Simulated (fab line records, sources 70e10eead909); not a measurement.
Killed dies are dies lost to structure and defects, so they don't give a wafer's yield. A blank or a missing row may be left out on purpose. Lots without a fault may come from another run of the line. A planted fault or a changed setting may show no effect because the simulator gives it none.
Which tool did it? | flow nand_harc | 24 lots, 72 wafers sampled, at 6 steps of a route of 1302

WHAT THE GAUGES READ, wafer by wafer
The record holds no reading of a measuring or inspecting step that can be judged against a usual standard deviation.

WHICH TOOL RAN EACH LOT (tool, then ch and the chambers of the sampled wafers, then the start)
lot  | NHARC_A_STAIRCASE_ALD_415        | NHARC_A_STAIRCASE_ETCHBACK_416                | NHARC_A_STAIRCASE_DEP_417       | NHARC_A_STAIRCASE_STRIP_446          | NHARC_A_STAIRCASE_ETCHBACK_157     | NHARC_A_WL_FILL_CVD_03
L075 | ald_hk-01 ch 0,1, day 16 21:49   | rie_diel-02 ch 0,2, day 17 01:19              | pecvd-01 ch 0,1, day 17 01:54   | plasma_asher-01 ch 0,1, day 19 00:44 | rie_diel-02 ch 0,1,2, day 19 02:25 | cvd_w-01 ch 0,1, day 20 05:29
L074 | ald_hk-03 ch 1,3, day 17 16:39   | rie_diel-04 ch 0,3, day 17 18:47 or earlier   | pecvd-01 ch 0,2, day 17 18:47   | plasma_asher-01 ch 0,1, day 19 16:31 | rie_diel-02 ch 0,2, day 19 18:19   | cvd_w-01 ch 0,1, day 20 22:26
L077 | ald_hk-01 ch 0,3, day 18 00:56   | rie_diel-02 ch 1,3, day 18 03:25 or earlier   | pecvd-04 ch 0,2, day 18 03:25   | plasma_asher-01 ch 0,1, day 20 01:32 | rie_diel-05 ch 1,2, day 20 05:46   | cvd_w-01 ch 0,1, day 21 12:05
L076 | ald_hk-01 ch 0,1,3, day 18 07:23 | rie_diel-05 ch 0,2,3, day 18 09:45 or earlier | pecvd-04 ch 0,2, day 18 09:45   | plasma_asher-01 ch 0,1, day 20 07:14 | rie_diel-02 ch 0,2, day 20 08:58   | cvd_w-01 ch 0,1, day 21 16:08
L079 | ald_hk-01 ch 0,2,3, day 18 15:53 | rie_diel-04 ch 1,2,3, day 18 17:40 or earlier | pecvd-01 ch 1,2, day 18 17:40   | plasma_asher-02 ch 0,1, day 20 07:32 | rie_diel-04 ch 2,3, day 20 09:16   | cvd_w-02 ch 0,1, day 21 19:32
L078 | ald_hk-03 ch 0,3, day 18 17:21   | rie_diel-05 ch 0,1,2, day 18 19:30 or earlier | pecvd-04 ch 0,2, day 18 19:30   | plasma_asher-02 ch 0,1, day 20 08:22 | rie_diel-04 ch 0,3, day 20 10:07   | cvd_w-01 ch 0,1, day 21 16:29
L080 | ald_hk-03 ch 0,1,2, day 19 11:07 | rie_diel-04 ch 0,3, day 19 13:23 or earlier   | pecvd-04 ch 0,1,2, day 19 13:23 | plasma_asher-02 ch 0, day 21 05:17   | rie_diel-04 ch 1,3, day 21 07:04   | cvd_w-01 ch 0,1, day 22 15:37
L082 | ald_hk-03 ch 1,2,3, day 20 08:10 | rie_diel-05 ch 0,2,3, day 20 10:30 or earlier | pecvd-04 ch 0,1,2, day 20 10:30 | plasma_asher-02 ch 0,1, day 22 10:06 | rie_diel-04 ch 0,1,2, day 22 11:49 | cvd_w-02 ch 0,1, day 23 20:47
L081 | ald_hk-02 ch 1,2, day 20 12:45   | rie_diel-04 ch 0,1, day 20 15:08 or earlier   | pecvd-01 ch 0,1,2, day 20 15:08 | plasma_asher-01 ch 0,1, day 22 10:17 | rie_diel-05 ch 0,1,2, day 22 12:08 | cvd_w-02 ch 0,1, day 23 20:29
L083 | ald_hk-02 ch 2,3, day 21 05:35   | rie_diel-02 ch 0,1, day 21 07:55 or earlier   | pecvd-01 ch 0,2, day 21 07:55   | plasma_asher-02 ch 0,1, day 23 02:33 | rie_diel-02 ch 0,3, day 23 04:11   | cvd_w-01 ch 0,1, day 24 08:49
L084 | ald_hk-02 ch 0,2,3, day 21 22:11 | rie_diel-02 ch 1,2, day 21 23:53 or earlier   | pecvd-03 ch 0,1,2, day 21 23:53 | plasma_asher-02 ch 0,1, day 23 16:20 | rie_diel-04 ch 0,3, day 23 17:57   | cvd_w-01 ch 0,1, day 25 02:03
L085 | ald_hk-03 ch 1,2,3, day 22 03:41 | rie_diel-04 ch 2,3, day 22 05:42 or earlier   | pecvd-04 ch 0,1, day 22 05:42   | plasma_asher-01 ch 0,1, day 23 23:58 | rie_diel-04 ch 1,2,3, day 24 01:42 | cvd_w-02 ch 0,1, day 25 10:57
L087 | ald_hk-02 ch 0,2,3, day 22 05:31 | rie_diel-05 ch 2,3, day 22 08:28 or earlier   | pecvd-04 ch 0,1,2, day 22 08:28 | plasma_asher-02 ch 0,1, day 24 04:18 | rie_diel-02 ch 0,1, day 24 06:04   | cvd_w-01 ch 0,1, day 25 13:44
L086 | ald_hk-03 ch 1,2, day 22 10:01   | rie_diel-05 ch 2,3, day 22 12:04 or earlier   | pecvd-03 ch 0,1,2, day 22 12:04 | plasma_asher-01 ch 0,1, day 24 03:38 | rie_diel-04 ch 1,3, day 24 05:13   | cvd_w-01 ch 0,1, day 25 06:07
L089 | ald_hk-01 ch 0,1, day 22 21:11   | rie_diel-02 ch 1,2,3, day 22 23:37 or earlier | pecvd-03 ch 1,2, day 22 23:37   | plasma_asher-02 ch 0,1, day 24 15:49 | rie_diel-05 ch 0,2,3, day 24 17:29 | cvd_w-02 ch 0,1, day 25 21:13
L088 | ald_hk-03 ch 0,1,2, day 23 02:17 | rie_diel-05 ch 0,3, day 23 04:32 or earlier   | pecvd-01 ch 0,1,2, day 23 04:32 | plasma_asher-01 ch 0,1, day 24 17:01 | rie_diel-02 ch 0,2,3, day 24 18:41 | cvd_w-01 ch 0,1, day 25 21:19
L090 | ald_hk-02 ch 0,1,3, day 24 10:01 | rie_diel-05 ch 0,2, day 24 12:10 or earlier   | pecvd-01 ch 0,1,2, day 24 12:10 | plasma_asher-01 ch 0,1, day 26 04:33 | rie_diel-05 ch 0,2, day 26 06:10   | cvd_w-01 ch 0,1, day 27 19:20
L091 | ald_hk-01 ch 1,2, day 24 11:31   | rie_diel-05 ch 1,2,3, day 24 13:38 or earlier | pecvd-04 ch 0,1, day 24 13:38   | plasma_asher-01 ch 0,1, day 26 04:19 | rie_diel-04 ch 0,1,2, day 26 05:56 | cvd_w-01 ch 0,1, day 27 14:48
L092 | ald_hk-02 ch 0,2, day 24 17:12   | rie_diel-02 ch 2,3, day 24 19:29 or earlier   | pecvd-04 ch 0,1,2, day 24 19:29 | plasma_asher-01 ch 0,1, day 26 11:22 | rie_diel-04 ch 2,3, day 26 13:01   | cvd_w-01 ch 0,1, day 27 22:20
L093 | ald_hk-01 ch 1,2,3, day 25 04:10 | rie_diel-02 ch 0,3, day 25 06:02 or earlier   | pecvd-04 ch 1,2, day 25 06:02   | plasma_asher-02 ch 0,1, day 27 03:37 | rie_diel-04 ch 2,3, day 27 05:18   | cvd_w-02 ch 0,1, day 28 12:28
L095 | ald_hk-02 ch 0,1,2, day 25 18:10 | rie_diel-05 ch 0,2,3, day 25 20:11 or earlier | pecvd-04 ch 0,2, day 25 20:11   | plasma_asher-02 ch 0,1, day 27 15:35 | rie_diel-02 ch 0,1,2, day 27 17:19 | cvd_w-01 ch 0,1, day 28 22:31
L094 | ald_hk-02 ch 1,3, day 25 20:34   | rie_diel-05 ch 0,1,2, day 25 22:52 or earlier | pecvd-04 ch 1,2, day 25 22:52   | plasma_asher-01 ch 0,1, day 27 15:25 | rie_diel-05 ch 0,2,3, day 27 17:04 | cvd_w-02 ch 0,1, day 28 22:29
L096 | ald_hk-03 ch 0,1,3, day 26 06:26 | rie_diel-04 ch 0,1,2, day 26 08:29 or earlier | pecvd-04 ch 0,1,2, day 26 08:29 | plasma_asher-01 ch 0,1, day 28 04:16 | rie_diel-04 ch 1,2,3, day 28 06:04 | cvd_w-01 ch 0,1, day 29 11:59
L097 | ald_hk-02 ch 0,2,3, day 26 21:36 | rie_diel-02 ch 0,1,3, day 26 23:26 or earlier | pecvd-04 ch 1,2, day 26 23:26   | plasma_asher-01 ch 0,1, day 28 17:26 | rie_diel-05 ch 1,2, day 28 19:08   | cvd_w-01 ch 0,1, day 30 05:10
- NHARC_A_STAIRCASE_ALD_415: deposits SiO2, target thk 30 nm, pulse time 6 s, ald cycles 300.
- NHARC_A_STAIRCASE_ETCHBACK_416: etches the open film in C4F8/O2/Ar, target depth 36 nm, time 7.2 s.
- NHARC_A_STAIRCASE_DEP_417: deposits Si3N4, target thk 60 nm.
- NHARC_A_STAIRCASE_STRIP_446: strips in O2.
- NHARC_A_STAIRCASE_ETCHBACK_157: etches the open film in CH3F/O2, target depth 90 nm, time 167.14 s.
- NHARC_A_WL_FILL_CVD_03: deposits W, target thk 40 nm, time 279 s.

WHAT THE TOOLS THEMSELVES READ (means of the sampled wafers that have a number; where no wafer has one, the mark that the record gives instead)
NHARC_A_STAIRCASE_ALD_415. Usual: heater_power_w 473 W, standard deviation 32; precursor_pulse_height_rel 0.997, standard deviation 0.021.
lot  | tool      | heater_power_w (W) | precursor_pulse_height_rel | flag
L075 | ald_hk-01 | 486                | 0.982                      |
L074 | ald_hk-03 | 421                | 0.985                      |
L077 | ald_hk-01 | 488                | 1.000                      |
L076 | ald_hk-01 | 471                | 0.998                      |
L079 | ald_hk-01 | 495                | 0.999                      |
L078 | ald_hk-03 | 506                | 0.999                      |
L080 | ald_hk-03 | 476                | 1.012                      |
L082 | ald_hk-03 | 444                | 0.987                      |
L081 | ald_hk-02 | 470                | 0.984                      |
L083 | ald_hk-02 | 452                | 1.003                      |
L084 | ald_hk-02 | 469                | 0.980                      |
L085 | ald_hk-03 | 451                | 1.006                      |
L087 | ald_hk-02 | 461                | 1.006                      |
L086 | ald_hk-03 | 463                | 0.997                      |
L089 | ald_hk-01 | 479                | 1.006                      |
L088 | ald_hk-03 | 488                | 1.008                      |
L090 | ald_hk-02 | 480                | 0.968                      |
L091 | ald_hk-01 | 497                | 0.990                      |
L092 | ald_hk-02 | 457                | 1.015                      |
L093 | ald_hk-01 | 473                | 0.988                      |
L095 | ald_hk-02 | 470                | 0.998                      |
L094 | ald_hk-02 | 488                | 1.011                      |
L096 | ald_hk-03 | 461                | 1.001                      |
L097 | ald_hk-02 | 467                | 0.998                      |

NHARC_A_STAIRCASE_ETCHBACK_416. Usual: oes_product_au 0.94 a.u., standard deviation 0.031; rf_vpp_V 722 V, standard deviation 4.
lot  | tool        | oes_product_au (a.u.) | rf_vpp_V (V) | flag
L075 | rie_diel-02 | 0.93                  | 723          |
L074 | rie_diel-04 | 0.93                  | 723          |
L077 | rie_diel-02 | 0.93                  | 726          |
L076 | rie_diel-05 | 1.00                  | 721          |
L079 | rie_diel-04 | 0.93                  | 722          |
L078 | rie_diel-05 | 1.00                  | 723          |
L080 | rie_diel-04 | 0.93                  | 720          |
L082 | rie_diel-05 | 0.92                  | 721          |
L081 | rie_diel-04 | 0.93                  | 720          |
L083 | rie_diel-02 | 0.92                  | 727          |
L084 | rie_diel-02 | 0.93                  | 726          |
L085 | rie_diel-04 | 0.92                  | 721          |
L087 | rie_diel-05 | 0.92                  | 720          |
L086 | rie_diel-05 | 0.92                  | 719          |
L089 | rie_diel-02 | 0.92                  | 723          |
L088 | rie_diel-05 | 0.93                  | 720          |
L090 | rie_diel-05 | 0.93                  | 722          |
L091 | rie_diel-05 | 0.92                  | 721          |
L092 | rie_diel-02 | 0.93                  | 719          |
L093 | rie_diel-02 | 0.99                  | 717          |
L095 | rie_diel-05 | 1.01                  | 720          |
L094 | rie_diel-05 | 0.99                  | 721          |
L096 | rie_diel-04 | 0.93                  | 719          |
L097 | rie_diel-02 | 0.92                  | 721          |

NHARC_A_STAIRCASE_DEP_417. Usual: heater_power_w 789 W, standard deviation 100.
lot  | tool     | heater_power_w (W) | flag
L075 | pecvd-01 | 779                |
L074 | pecvd-01 | 698                |
L077 | pecvd-04 | 831                |
L076 | pecvd-04 | 851                |
L079 | pecvd-01 | 707                |
L078 | pecvd-04 | 867                |
L080 | pecvd-04 | 763                |
L082 | pecvd-04 | 812                |
L081 | pecvd-01 | 752                |
L083 | pecvd-01 | 650                |
L084 | pecvd-03 | 756                |
L085 | pecvd-04 | 882                |
L087 | pecvd-04 | 800                |
L086 | pecvd-03 | 719                |
L089 | pecvd-03 | 694                |
L088 | pecvd-01 | 759                |
L090 | pecvd-01 | 770                |
L091 | pecvd-04 | 816                |
L092 | pecvd-04 | 843                |
L093 | pecvd-04 | 784                |
L095 | pecvd-04 | 773                |
L094 | pecvd-04 | 792                |
L096 | pecvd-04 | 844                |
L097 | pecvd-04 | 760                |

NHARC_A_STAIRCASE_STRIP_446. Usual: drypump_motor_current_A 5.8 A, standard deviation 0.39; heater_power_w 349 W, standard deviation 45.
lot  | tool            | drypump_motor_current_A (A) | heater_power_w (W) | flag
L075 | plasma_asher-01 | 5.6                         | 389                |
L074 | plasma_asher-01 | 5.5                         | 399                |
L077 | plasma_asher-01 | 5.7                         | 384                |
L076 | plasma_asher-01 | 5.6                         | 390                |
L079 | plasma_asher-02 | 6.2                         | 292                |
L078 | plasma_asher-02 | 6.3                         | 292                |
L080 | plasma_asher-02 | 5.7                         | 322                |
L082 | plasma_asher-02 | 5.9                         | 307                |
L081 | plasma_asher-01 | 5.5                         | 399                |
L083 | plasma_asher-02 | 6.2                         | 296                |
L084 | plasma_asher-02 | 6.0                         | 301                |
L085 | plasma_asher-01 | 5.6                         | 382                |
L087 | plasma_asher-02 | 6.0                         | 306                |
L086 | plasma_asher-01 | 5.7                         | 369                |
L089 | plasma_asher-02 | 5.9                         | 302                |
L088 | plasma_asher-01 | 5.6                         | 389                |
L090 | plasma_asher-01 | 5.7                         | 373                |
L091 | plasma_asher-01 | 5.7                         | 378                |
L092 | plasma_asher-01 | 5.7                         | 374                |
L093 | plasma_asher-02 | 6.2                         | 305                |
L095 | plasma_asher-02 | 6.3                         | 298                |
L094 | plasma_asher-01 | 5.6                         | 388                |
L096 | plasma_asher-01 | 5.6                         | 383                |
L097 | plasma_asher-01 | 5.6                         | 385                |

NHARC_A_STAIRCASE_ETCHBACK_157. Usual: drypump_motor_current_A 5.6 A, standard deviation 0.47; oes_product_au 0.97 a.u., standard deviation 0.034; rf_vpp_V 243.7 V, standard deviation 1.3; showerhead_plenum_p_Torr 2.41 Torr, standard deviation 0.086; throttle_valve_pct 20.663 %, standard deviation 0.0093.
lot  | tool        | drypump_motor_current_A (A) | oes_product_au (a.u.) | rf_vpp_V (V) | showerhead_plenum_p_Torr (Torr) | throttle_valve_pct (%) | flag
L075 | rie_diel-02 | 5.5                         | 0.95                  | 244.6        | 2.50                            | 20.661                 |
L074 | rie_diel-02 | 5.5                         | 1.00                  | 244.6        | 2.44                            | 20.668                 |
L077 | rie_diel-05 | 5.3                         | 1.00                  | 244.5        | 2.48                            | 20.653                 |
L076 | rie_diel-02 | 5.3                         | 0.92                  | 243.5        | 2.41                            | 20.658                 |
L079 | rie_diel-04 | 5.4                         | 0.94                  | 242.6        | 2.37                            | 20.658                 |
L078 | rie_diel-04 | 6.0                         | 0.94                  | 245.3        | 2.44                            | 20.665                 |
L080 | rie_diel-04 | 6.1                         | 0.92                  | 243.9        | 2.45                            | 20.655                 |
L082 | rie_diel-04 | 5.5                         | 0.92                  | 242.7        | 2.36                            | 20.665                 |
L081 | rie_diel-05 | 5.7                         | 0.96                  | 244.1        | 2.45                            | 20.658                 |
L083 | rie_diel-02 | 5.3                         | 0.95                  | 242.6        | 2.34                            | 20.661                 |
L084 | rie_diel-04 | 6.0                         | 1.00                  | 244.0        | 2.43                            | 20.666                 |
L085 | rie_diel-04 | 5.7                         | 1.00                  | 243.3        | 2.39                            | 20.658                 |
L087 | rie_diel-02 | 5.3                         | 0.93                  | 243.6        | 2.45                            | 20.663                 |
L086 | rie_diel-04 | 5.9                         | 1.00                  | 243.9        | 2.42                            | 20.661                 |
L089 | rie_diel-05 | 5.7                         | 0.94                  | 243.5        | 2.39                            | 20.669                 |
L088 | rie_diel-02 | 5.5                         | 0.95                  | 242.9        | 2.37                            | 20.662                 |
L090 | rie_diel-05 | 6.1                         | 1.00                  | 243.7        | 2.42                            | 20.669                 |
L091 | rie_diel-04 | 5.5                         | 1.00                  | 242.7        | 2.34                            | 20.651                 |
L092 | rie_diel-04 | 5.8                         | 0.92                  | 243.5        | 2.41                            | 20.662                 |
L093 | rie_diel-04 | 5.9                         | 1.00                  | 245.0        | 2.41                            | 20.663                 |
L095 | rie_diel-02 | 5.5                         | 1.00                  | 244.6        | 2.48                            | 20.665                 |
L094 | rie_diel-05 | 5.7                         | 1.00                  | 243.9        | 2.38                            | 20.660                 |
L096 | rie_diel-04 | 5.7                         | 0.98                  | 243.4        | 2.38                            | 20.666                 |
L097 | rie_diel-05 | 5.3                         | 0.92                  | 243.9        | 2.45                            | 20.671                 |

NHARC_A_WL_FILL_CVD_03. Usual: heater_power_w 479 W, standard deviation 21; mfc_wf6_sccm 40.01 sccm, standard deviation 0.12; throttle_valve_pct 8.08 %, standard deviation 0.23.
lot  | tool     | heater_power_w (W) | mfc_wf6_sccm (sccm) | throttle_valve_pct (%) | flag
L075 | cvd_w-01 | 491                | 40.04               | 7.90                   |
L074 | cvd_w-01 | 491                | 40.07               | 8.12                   |
L077 | cvd_w-01 | 490                | 40.02               | 8.03                   |
L076 | cvd_w-01 | 490                | 39.99               | 8.05                   |
L079 | cvd_w-02 | 486                | 40.01               | 8.05                   |
L078 | cvd_w-01 | 489                | 39.88               | 7.91                   |
L080 | cvd_w-01 | 500                | 39.95               | 7.94                   |
L082 | cvd_w-02 | 472                | 40.01               | 8.42                   |
L081 | cvd_w-02 | 481                | 39.94               | 8.46                   |
L083 | cvd_w-01 | 459                | 40.02               | 7.96                   |
L084 | cvd_w-01 | 476                | 39.95               | 7.99                   |
L085 | cvd_w-02 | 480                | 39.88               | 8.47                   |
L087 | cvd_w-01 | 479                | 40.07               | 8.00                   |
L086 | cvd_w-01 | 474                | 40.08               | 7.88                   |
L089 | cvd_w-02 | 487                | 40.07               | 8.25                   |
L088 | cvd_w-01 | 461                | 40.14               | 7.91                   |
L090 | cvd_w-01 | 462                | 40.04               | 8.09                   |
L091 | cvd_w-01 | 472                | 40.00               | 8.03                   |
L092 | cvd_w-01 | 476                | 40.02               | 7.90                   |
L093 | cvd_w-02 | 476                | 40.10               | 8.24                   |
L095 | cvd_w-01 | 468                | 39.99               | 8.01                   |
L094 | cvd_w-02 | 470                | 40.06               | 8.29                   |
L096 | cvd_w-01 | 465                | 40.04               | 8.02                   |
L097 | cvd_w-01 | 482                | 39.99               | 8.25                   |

THE ANSWER, worked out from the rows above alone
Rule: a lot is off if the mean of its wafers that have a number lies more than 3 standard deviations from the usual mean. A lot without any number at a reading at which 4 lots or more have one is off too. The other lots that the step has rows for count as sound. The gauges are gone through in route order, then the tools' own readings, and for those a lot's mean is taken as printed above. The first step at which some lot is off is used, and at that step the reading that is off furthest; a lot without a number counts as furthest.
No lot is off at any reading shown: from this, nothing can be told.

WHAT THE SIMULATOR HAD PUT IN
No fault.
